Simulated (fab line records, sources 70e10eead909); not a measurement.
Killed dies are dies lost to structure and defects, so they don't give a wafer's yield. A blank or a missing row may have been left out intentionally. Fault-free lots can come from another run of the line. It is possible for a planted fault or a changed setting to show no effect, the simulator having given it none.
Which tool was responsible?	flow nand harc	11 lots, 33 wafers sampled, at 5 steps of a route of 1302

== WHAT THE GAUGES READ, wafer by wafer ==
NHARC_END_SORT_01.
lot	measured	on	killed at array
L343	day 31 08:58	prober-01	20 17 651

== EACH LOT AND THE TOOL THAT RAN IT (in order: tool; ch and the chambers of the sampled wafers; start) ==
lot	NHARC_A_STAIRCASE_STRIP_475	NHARC_A_SGD_CUT_DESCUM_14	NHARC_A_SGD_CUT_ETCH_16	NHARC_A_SGD_CUT_ETCHBACK_24
L334	rie diel-04 ch 0,2,3, day 18 18:18 or earlier	rie diel-08 ch 1,2,3, day 18 18:18	rie diel-08 ch 0,1,2, day 18 18:53	rie diel-09 ch 0,1,2, day 19 00:11
L335	rie diel-10 ch 1,3, day 19 18:55	rie diel-05 ch 0,1, day 19 20:36	rie diel-05 ch 0,3, day 19 21:10	rie diel-05 ch 0,1, day 20 05:04
L337	rie diel-03 ch 2,3, day 20 15:57 or earlier	rie diel-08 ch 1,3, day 20 15:57	rie diel-08 ch 0,1,2, day 20 16:32	rie diel-08 ch 0,2, day 20 19:41
L343	rie diel-10 ch 1,2,3, day 23 13:39 or earlier	rie diel-08 ch 0,1,3, day 23 13:39	rie diel-08 ch 1,2,3, day 23 14:13	rie diel-05 ch 1,2,3, day 23 20:00
L347	rie diel-04 ch 1,2,3, day 24 04:05 or earlier	rie diel-05 ch 0,1,3, day 24 04:05	rie diel-05 ch 0,1,2, day 24 04:39	rie diel-09 ch 0,1,2, day 24 10:19
L348	rie diel-04 ch 2,3, day 25 17:34 or earlier	rie diel-09 ch 2,3, day 25 17:34	rie diel-09 ch 0,1, day 25 18:08	rie diel-08 ch 0,3, day 25 21:08
L352	rie diel-10 ch 0,1,2, day 26 16:31 or earlier	rie diel-05 ch 1,2, day 26 16:31	rie diel-05 ch 2,3, day 26 17:35	rie diel-05 ch 2,3, day 26 23:38
L354	rie diel-10 ch 0,1,2, day 27 11:36 or earlier	rie diel-05 ch 1,2,3, day 27 11:36	rie diel-05 ch 0,2,3, day 27 12:10	rie diel-08 ch 0,1,3, day 27 17:50
L355	rie diel-03 ch 0,2,3, day 27 13:01 or earlier	rie diel-08 ch 1,2,3, day 27 13:01	rie diel-08 ch 1,2, day 27 13:35	rie diel-09 ch 0,1,2, day 27 17:52
L356	rie diel-03 ch 2,3, day 28 20:02 or earlier	rie diel-05 ch 0,3, day 28 20:02	rie diel-05 ch 1,2,3, day 28 20:38	rie diel-05 ch 2,3, day 29 02:25
L357	rie diel-10 ch 0,1,2, day 29 14:42 or earlier	rie diel-08 ch 0,2,3, day 29 14:42	rie diel-08 ch 0,1,2, day 29 15:17	rie diel-05 ch 1,2,3, day 29 20:52
- NHARC_A_STAIRCASE_STRIP_475: strips in O2, time 20 s.
- NHARC_A_SGD_CUT_DESCUM_14: chemistry O2, time 3 s.
- NHARC_A_SGD_CUT_ETCH_16: etches the open film in C4F8/O2/Ar, target depth 310.5 nm, time 155.2 s.
- NHARC_A_SGD_CUT_ETCHBACK_24: etches the open film in CH3F/O2, target depth 50 nm, time 92.857 s.

== THE ANSWER, worked out from the rows above alone ==
Rule: the usual values come from the lots themselves. The widest of any qualifying gaps counts: lots, ordered by their means at a reading, are off when they make up no more than a third of the lots, leave a main group of 4 or more, and stand apart from it by 3 or more times the standard deviation of that group's means. If all means in a main group match to the digits the tables above print for the reading, that group is not used. Also off: a lot with no number at a reading for which 4 or more lots have one. Any other lot the step has rows for is counted as sound.
No lot is off at any reading shown: from this, nothing can be told.

== WHAT THE SIMULATOR HAD INSERTED ==
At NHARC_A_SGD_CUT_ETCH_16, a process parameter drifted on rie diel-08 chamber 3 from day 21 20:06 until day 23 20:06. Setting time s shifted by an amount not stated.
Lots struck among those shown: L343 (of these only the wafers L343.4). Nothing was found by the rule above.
